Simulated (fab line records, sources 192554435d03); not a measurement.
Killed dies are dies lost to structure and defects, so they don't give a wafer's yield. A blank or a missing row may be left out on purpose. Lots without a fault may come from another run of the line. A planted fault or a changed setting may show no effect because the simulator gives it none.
Chamber matching | flow n5_finfet | N5_BEOL_M0_SAQP_SPACER2_ALD_26 on ald_sin-02: 4 sister chambers
The step deposits SiO2, target thk 15 nm, pulse time 1 s, purge time 2 s. 4 wafers are shown with their chamber, then 7 later ones without.

WAFERS WITH THEIR CHAMBER
wafer  | chamber | heater_power_outer_w (W)
L089.2 | 2       | 255
L089.4 | 0       | 267
L093.2 | 1       | 246
L093.4 | 3       | 231

WAFERS WITHOUT THEIR CHAMBER
wafer  | heater_power_outer_w (W)
L093.6 | 227
L094.1 | 256
L094.5 | 275
L094.6 | 229
L096.1 | 261
L096.2 | 274
L096.6 | 252

WHICH CHAMBER EACH WENT THROUGH
wafer  | from the rows above          | in truth
L093.6 | 3                            | 3
L094.1 | can't be placed: 2 or 1 or 0 | 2
L094.5 | 0                            | 0
L094.6 | 3                            | 3
L096.1 | can't be placed: 0 or 2 or 1 | 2
L096.2 | 0                            | 0
L096.6 | can't be placed: 2 or 1      | 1
Placed correctly: 4 of 7. Can't be placed from these rows: 3 (the true chamber is among the candidates in 3). Placed wrongly: 0.
How it was worked out, from the rows above alone: a wafer's distance from a chamber is the root of the sum, over the readings, of the square of ((its reading less the chamber's mean) divided by the reading's scatter). The wafer belongs to the nearest chamber; if the next one is less than 2 further off, it can't be placed. A chamber's mean is the mean of its shown wafers. The scatter: with one shown wafer a chamber, the root of the mean of the squares of how far each hidden wafer lies from its nearest shown one.
